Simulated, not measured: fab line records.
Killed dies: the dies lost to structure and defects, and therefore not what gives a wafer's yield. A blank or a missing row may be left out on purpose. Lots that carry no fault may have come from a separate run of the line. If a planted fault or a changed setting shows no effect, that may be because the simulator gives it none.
A lot that was struck, set against a sound lot / flow nandHarc / 43 out of 1302 route steps
Sound: these wafers, L647.1, L647.2, L647.3. Wafers L654.1, L654.5, L654.6 were the ones struck. The cause is named last.
At each step with rows: each side's tool, then ch and its chambers, then its first start. Under that, the readings that differ: sound wafers / struck wafers / difference of the means / sigmas: that difference in standard deviations of wafers without a fault.
alike: words and numbers the same on both sides, and readings whose means are apart by under 2 such deviations; not compared: readings that were withheld, readings missing a value for some wafer, numbers with overlapping values and no deviation given by the record, and bounds like >300 which may hide the same value.
Wherever a step has rows on one side only, a row that says differs or no value, or a row with sigmas, the two part there. Numbers that have no deviation but don't overlap get no sigmas and don't part them. Lack of a reading on every wafer of one side parts them only where that side has two or more wafers.

first, 4 steps without rows for these wafers: NHARC_A_CONTACT_EBR_65; NHARC_A_CONTACT_EXPOSE_66 (exposes mask A CC 2); NHARC_A_CONTACT_PEB_67 (peb time 65 s); NHARC_A_CONTACT_DEVELOP_68 (develop time 35 s).
NHARC_A_CONTACT_CD_MEAS_69: target cd 300 nm.
  sound on cdSem-01 ch 0, day 22 12:38; struck on cdSem-02 ch 0, day 26 02:14
  alike: cdNm
NHARC_A_CONTACT_OVL_MEAS_70:
  sound: overlay-02 at day 22 12:44; struck: overlay-02 at day 26 02:20
  alike: overlayXNm, overlayYNm
NHARC_A_CONTACT_INSPECT_71:
  sound: defectInspect-02 at day 22 12:46; struck: defectInspect-02 at day 26 02:22
  alike: rawDefectCount
NHARC_A_CONTACT_DESCUM_74: chemistry O2, time 3 s.
  sound on rieDiel-08 ch 0,2,3, day 22 12:50; struck on rieDiel-02 ch 2,3, day 26 02:31
reading=drypumpMotorCurrentA (A); sound=5.9 6.1 6.0; struck=5.0 5.2 4.9; difference=-1.0; sigmas=-3
  alike: oesProductAu, rfVppV, showerheadPlenumPTorr, throttleValvePct
  not compared: rfHoursCounterH
then, 1 step without rows for these wafers: NHARC_A_CONTACT_ETCH_75 (etches the open film in CF4, target depth 39 nm, time 65 s).
NHARC_A_CONTACT_ETCH_76: etches the open film in N2/H2, target depth 260 nm, time 475.3 s.
  sound on rieDiel-08 ch 0,2,3; struck on rieDiel-02 ch 1,2
reading=oesProductAu (a.u.); sound=1.013 1.020 1.000; struck=0.993 0.993 0.985; difference=-0.021; sigmas=-2
  alike: drypumpMotorCurrentA, rfVppV, showerheadPlenumPTorr, throttleValvePct
  not compared: rfHoursCounterH
then, 2 steps without rows for these wafers: NHARC_A_CONTACT_ETCH_77 (etches the open film in CF4/CHF3, target depth 108.9 nm, time 54.5 s); NHARC_A_CONTACT_ETCH_78 (etches the open film in O2/COS, target depth 5300 nm, time 1378 s).
NHARC_A_CONTACT_ETCH_124: etches the open film in C4F8/O2/Ar, time 140 s, target depth 700 nm.
  sound on harCapEtch-01 ch 0,1, day 22 14:41; struck on harCapEtch-03 ch 0,1, day 26 04:20
  not compared: rfHoursCounterH
then, 2 steps without rows for these wafers: NHARC_A_CONTACT_ETCH_125 (etches the open film in C4F8/O2/Ar, time 197 s, target depth 1918 nm); NHARC_A_CONTACT_ETCH_126 (etches the open film in C4F8/O2/Ar, time 197 s, target depth 1918 nm).
NHARC_A_CONTACT_ETCH_127: etches the open film in C4F8/O2/Ar, time 197 s, target depth 1918 nm.
  sound on harCapEtch-01 ch 0,1, day 22 15:14; struck on harCapEtch-03 ch 0,1, day 26 04:53
  not compared: rfHoursCounterH
then, 8 steps without rows for these wafers: NHARC_A_CONTACT_ETCH_128 (etches the open film in C4F8/O2/Ar, time 197 s, target depth 1918 nm); NHARC_A_CONTACT_ETCH_129 (etches the open film in C4F8/O2/Ar, time 197 s, target depth 1918 nm); NHARC_A_CONTACT_ETCH_130 (etches the open film in C4F8/O2/Ar, time 197 s, target depth 1918 nm); NHARC_A_CONTACT_ETCH_131 (etches the open film in C4F8/O2/Ar, time 197 s, target depth 1918 nm); NHARC_A_CONTACT_ETCH_132 (etches the open film in C4F8/O2/Ar, time 197 s, target depth 1924 nm); NHARC_A_CONTACT_ETCH_133 (etches the open film in C4F8/O2/Ar, time 374 s, target depth 1610 nm); NHARC_A_CONTACT_ETCH_91 (etches the open film in CH3F/O2, target depth 40 nm, time 85.7 s); NHARC_A_CONTACT_ETCH_97 (etches the open film in C4F6/O2, target depth 20 nm, time 10 s).
NHARC_A_CONTACT_CD_MEAS_80:
  sound: cdSem-02 at day 22 17:22; struck: cdSem-03 at day 26 06:55
  alike: cdNm
then, 6 steps without rows for these wafers: NHARC_A_CONTACT_STRIP_103 (strips in N2/H2); NHARC_A_CONTACT_STRIP_104 (strips in CF4/CHF3); NHARC_A_CONTACT_STRIP_105 (strips in O2/COS); NHARC_A_CONTACT_ETCH_106 (etches the open film in CF4/O2, target depth 90 nm, overetch 9 nm, time 49.5 s); NHARC_A_CONTACT_STRIP_82 (strips in O2); NHARC_A_CONTACT_STRIP_83 (strips in post etch residue remover, time 600 s).
NHARC_A_CONTACT_DEP_84: deposits aC, target thk 2800 nm.
  sound on aclDep-01 ch 0, day 22 19:11; struck on aclDep-01 ch 0, day 26 11:50
  alike: throttleValvePct
NHARC_A_CONTACT_DEP_85: deposits SiON, target thk 60 nm.
  sound on pecvd-02 ch 0,1,2, day 22 20:55; struck on pecvd-02 ch 1,2, day 26 13:35
  alike: heaterPowerW
then, 9 steps without rows for these wafers: NHARC_A_CONTACT_DEHYDRATE_00 (time 120 s); NHARC_A_CONTACT_HMDS_01 (time 30 s); NHARC_A_CONTACT_COAT_86 (time 75 s); NHARC_A_CONTACT_COAT_87 (time 65 s); NHARC_A_CONTACT_COAT_02 (resist thk 90 nm); NHARC_A_CONTACT_SOFTBAKE_03 (time 55 s); NHARC_A_CONTACT_EBR_04; NHARC_A_CONTACT_EXPOSE_05 (exposes mask A CC); NHARC_A_CONTACT_PEB_06 (peb time 65 s).
-- break in the record here, with 2 days between the starts of the struck wafers on either side (left off in module A_CONTACT, picked up again in module END, where the first step shown is number 1302 on the route) --
NHARC_END_SORT_01:
  here the record holds rows for the struck wafers (prober-01 ch 0, day 28 14:37) but none for the sound ones

WHERE THEY PART
Last at NHARC_END_SORT_01 as far as this record goes, first at NHARC_A_CONTACT_DESCUM_74.

WHY: the cause the simulator had injected
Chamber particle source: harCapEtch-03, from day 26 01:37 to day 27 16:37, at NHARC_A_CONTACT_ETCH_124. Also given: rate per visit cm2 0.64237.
